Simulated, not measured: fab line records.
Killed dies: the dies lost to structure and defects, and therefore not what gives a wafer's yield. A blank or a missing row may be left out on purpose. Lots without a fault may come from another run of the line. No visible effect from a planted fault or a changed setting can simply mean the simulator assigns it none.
Matching of chambers	flow nand-harc	pecvd-03 running NHARC_A_ONON_D1_DEP_33: 3 sister chambers
The step deposits SiO2, target thk 200 nm. 6 wafers are shown with their chamber, then 9 later ones without.

## EACH WAFER AND ITS CHAMBER
wafer	chamber	throttle-valve-pct (%)	heater-power-w (W)
L077.3	2	14.7	717
L081.2	1	15.6	681
L081.4	0	16.4	495
L083.2	1	15.6	744
L083.4	0	16.0	507
L083.5	2	15.0	792

## WAFERS WITH NO CHAMBER GIVEN
wafer	throttle-valve-pct (%)	heater-power-w (W)
L084.2	14.8	722
L084.4	16.2	435
L084.6	14.8	749
L085.3	15.6	604
L085.4	16.2	500
L085.5	14.6	804
L097.2	16.4	486
L097.3	15.6	714
L097.5	15.2	710

## EACH ONE'S CHAMBER
wafer	from the rows above	in truth
L084.2	2	2
L084.4	0	0
L084.6	2	2
L085.3	can't be placed: 1 or 0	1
L085.4	0	0
L085.5	2	2
L097.2	0	0
L097.3	1	1
L097.5	can't be placed: 1 or 2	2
Placed correctly: 7 of 9. Can't be placed from these rows: 2 (the true chamber is among the candidates in 2). Number placed wrongly: 0.
How it was worked out, from the rows above alone: a wafer's distance from a chamber is the root of the sum, over the readings, of the square of ((its reading less the chamber's mean) divided by the reading's scatter). If the next closest chamber is less than 2 further off than the closest, the wafer can't be placed; otherwise it belongs to the closest. The mean given for a chamber averages the wafers shown for that chamber. The scatter is the square root of a quotient: the sum, over the shown wafers, of each reading's squared deviation from its chamber's mean, divided by wafers minus chambers.
